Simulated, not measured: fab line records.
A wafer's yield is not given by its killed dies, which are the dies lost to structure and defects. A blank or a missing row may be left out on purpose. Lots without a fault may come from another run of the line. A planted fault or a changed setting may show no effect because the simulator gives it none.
Split-lot trial :: flow n5_finfet :: on a route of 1938 steps: 7 lots, 21 wafers read

## THE SPLIT ITSELF
At N5_SDB_CUT_ETCH_26 (etches Si in HBr/Cl2/O2, target depth 129.6 nm, bt time 20 s, time 51.8 s), the setting icp_w was moved away from the recipe's 800 W on 5 of the 21 wafers read, by -5.2% to +17.3%. All remaining wafers had this setting at the recipe value.

Reading taken at the split's own step.

## THE READING
etch.depth_nm (the simulator's own value, which no gauge read), in nm, at N5_SDB_CUT_ETCH_26 (etches Si in HBr/Cl2/O2, target depth 129.6 nm, bt time 20 s, time 51.8 s). The file does not state a usual value for it. Average 129.4 nm, standard deviation 1.9 nm, over the 16 wafers here run with the recipe.

wafer: L080.1
tool, chamber at the split: rie_si-03, 1
icp_w as run, W: 800
against the recipe: recipe
etch.depth_nm, nm: 132.4
against lot-mates on the recipe: -

wafer: L080.2
tool, chamber at the split: rie_si-03, 2
icp_w as run, W: 800
against the recipe: recipe
etch.depth_nm, nm: 129.2
against lot-mates on the recipe: -

wafer: L080.3
tool, chamber at the split: rie_si-03, 3
icp_w as run, W: 800
against the recipe: recipe
etch.depth_nm, nm: 128.2
against lot-mates on the recipe: -

wafer: L081.2
tool, chamber at the split: rie_si-02, 2
icp_w as run, W: 800
against the recipe: recipe
etch.depth_nm, nm: 128.4
against lot-mates on the recipe: -

wafer: L081.5
tool, chamber at the split: rie_si-02, 0
icp_w as run, W: 938.1
against the recipe: +17.3%
etch.depth_nm, nm: 136.2
against lot-mates on the recipe: +7.8

wafer: L081.6
tool, chamber at the split: rie_si-02, 1
icp_w as run, W: 938.1
against the recipe: +17.3%
etch.depth_nm, nm: 138.3
against lot-mates on the recipe: +9.9

wafer: L083.4
tool, chamber at the split: rie_si-02, 1
icp_w as run, W: 800
against the recipe: recipe
etch.depth_nm, nm: 128.7
against lot-mates on the recipe: -

wafer: L083.5
tool, chamber at the split: rie_si-02, 0
icp_w as run, W: 800
against the recipe: recipe
etch.depth_nm, nm: 128.3
against lot-mates on the recipe: -

wafer: L083.6
tool, chamber at the split: rie_si-02, 3
icp_w as run, W: 800
against the recipe: recipe
etch.depth_nm, nm: 134.7
against lot-mates on the recipe: -

wafer: L084.1
tool, chamber at the split: rie_si-03, 2
icp_w as run, W: 800
against the recipe: recipe
etch.depth_nm, nm: 129.5
against lot-mates on the recipe: -

wafer: L084.4
tool, chamber at the split: rie_si-03, 0
icp_w as run, W: 800
against the recipe: recipe
etch.depth_nm, nm: 131.4
against lot-mates on the recipe: -

wafer: L084.6
tool, chamber at the split: rie_si-03, 0
icp_w as run, W: 758.3
against the recipe: -5.2%
etch.depth_nm, nm: 127.2
against lot-mates on the recipe: -3.2

wafer: L086.1
tool, chamber at the split: rie_si-03, 0
icp_w as run, W: 800
against the recipe: recipe
etch.depth_nm, nm: 128.2
against lot-mates on the recipe: -

wafer: L086.3
tool, chamber at the split: rie_si-03, 3
icp_w as run, W: 937.6
against the recipe: +17.2%
etch.depth_nm, nm: 138.1
against lot-mates on the recipe: +9.2

wafer: L086.5
tool, chamber at the split: rie_si-03, 0
icp_w as run, W: 800
against the recipe: recipe
etch.depth_nm, nm: 129.6
against lot-mates on the recipe: -

wafer: L093.2
tool, chamber at the split: rie_si-02, 2
icp_w as run, W: 883.7
against the recipe: +10.5%
etch.depth_nm, nm: 135.1
against lot-mates on the recipe: +6.9

wafer: L093.3
tool, chamber at the split: rie_si-02, 1
icp_w as run, W: 800
against the recipe: recipe
etch.depth_nm, nm: 128.8
against lot-mates on the recipe: -

wafer: L093.5
tool, chamber at the split: rie_si-02, 2
icp_w as run, W: 800
against the recipe: recipe
etch.depth_nm, nm: 127.5
against lot-mates on the recipe: -

wafer: L095.3
tool, chamber at the split: rie_si-02, 2
icp_w as run, W: 800
against the recipe: recipe
etch.depth_nm, nm: 128.5
against lot-mates on the recipe: -

wafer: L095.4
tool, chamber at the split: rie_si-02, 0
icp_w as run, W: 800
against the recipe: recipe
etch.depth_nm, nm: 127
against lot-mates on the recipe: -

wafer: L095.6
tool, chamber at the split: rie_si-02, 1
icp_w as run, W: 800
against the recipe: recipe
etch.depth_nm, nm: 130
against lot-mates on the recipe: -

THE FIT
A straight line over all 21 wafers: etch.depth_nm changes by +0.476 nm for each +1% of icp_w; r = +0.87; the points scatter about the line by 1.8 nm.
The same after taking each lot's own level away (the mean of its wafers on the recipe; 21 wafers): +0.538 nm for each +1%; r = +0.92; scatter 1.6 nm.
That fit puts the effect of the largest move of icp_w on the reading at 9.3 nm.
Measured against the standard deviation above, the lots' own levels, which go from 128.15 to 130.57 nm, span 1.3 times it.
So the slope is not independent of the lot-to-lot level: the two fits are not the same.
Check: for one of the wafers moved furthest among these (+17.3%), held out of the fit, the line's prediction against its lot-mates is +9.9 nm. It came out at +7.8 nm against them.

## OTHER SPLITS APPLIED TO THESE WAFERS
These wafers also went through other splits before the reading. Each is held against what the fit with the lots' levels taken away leaves over:
other split on the same wafers: N5_PMOS_HMC_CHANNEL_EPI_COAT_31 spin_rpm
wafers away from the commonest value: 8
r with etch.depth_nm (lot level and that fit taken away): -0.19

other split on the same wafers: N5_FIN_SAQP_ALD_61 ald_cycles
wafers away from the commonest value: 6
r with etch.depth_nm (lot level and that fit taken away): -0.15

other split on the same wafers: N5_FIN_SAQP_PECVD_48 time_s
wafers away from the commonest value: 6
r with etch.depth_nm (lot level and that fit taken away): +0.30

other split on the same wafers: N5_STI_FIN_REVEAL_ETCHBACK_08 time_s
wafers away from the commonest value: 5
r with etch.depth_nm (lot level and that fit taken away): +0.02

other split on the same wafers: N5_STI_FIN_REVEAL_OXIDATION_31 time_s
wafers away from the commonest value: 5
r with etch.depth_nm (lot level and that fit taken away): +0.10

other split on the same wafers: N5_DUMMY_GATE_ETCH_32 time_s
wafers away from the commonest value: 7
r with etch.depth_nm (lot level and that fit taken away): +0.24

other split on the same wafers: N5_SD_EPI_P_ETCH_16 target_depth_a
wafers away from the commonest value: 7
r with etch.depth_nm (lot level and that fit taken away): +0.24

other split on the same wafers: N5_SD_EPI_P_EPI_21 time_s
wafers away from the commonest value: 4
r with etch.depth_nm (lot level and that fit taken away): +0.53

other split on the same wafers: N5_SDB_ETCH_25 time_s
wafers away from the commonest value: 8
r with etch.depth_nm (lot level and that fit taken away): -0.03

## THE WHOLE CHAIN: every reading that the file lists as answering this split, in the file's order
step: N5_SDB_CUT_ETCH_26
what it does: etches Si in HBr/Cl2/O2, target depth 129.6 nm, bt time 20 s, time 51.8 s
reading: SDB.feature_depth_nm (the simulator's own value, which no gauge read)
change (the file's fit): +0.551 nm for each +1% of the setting
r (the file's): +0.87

step: N5_SDB_CUT_ETCH_26
what it does: etches Si in HBr/Cl2/O2, target depth 129.6 nm, bt time 20 s, time 51.8 s
reading: etch.depth_nm (the simulator's own value, which no gauge read)
change (the file's fit): +0.55 nm for each +1% of the setting
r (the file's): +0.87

## FILE'S OWN FIT
etch.depth_nm changes by +0.55 nm for each +1% of icp_w, r = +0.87.
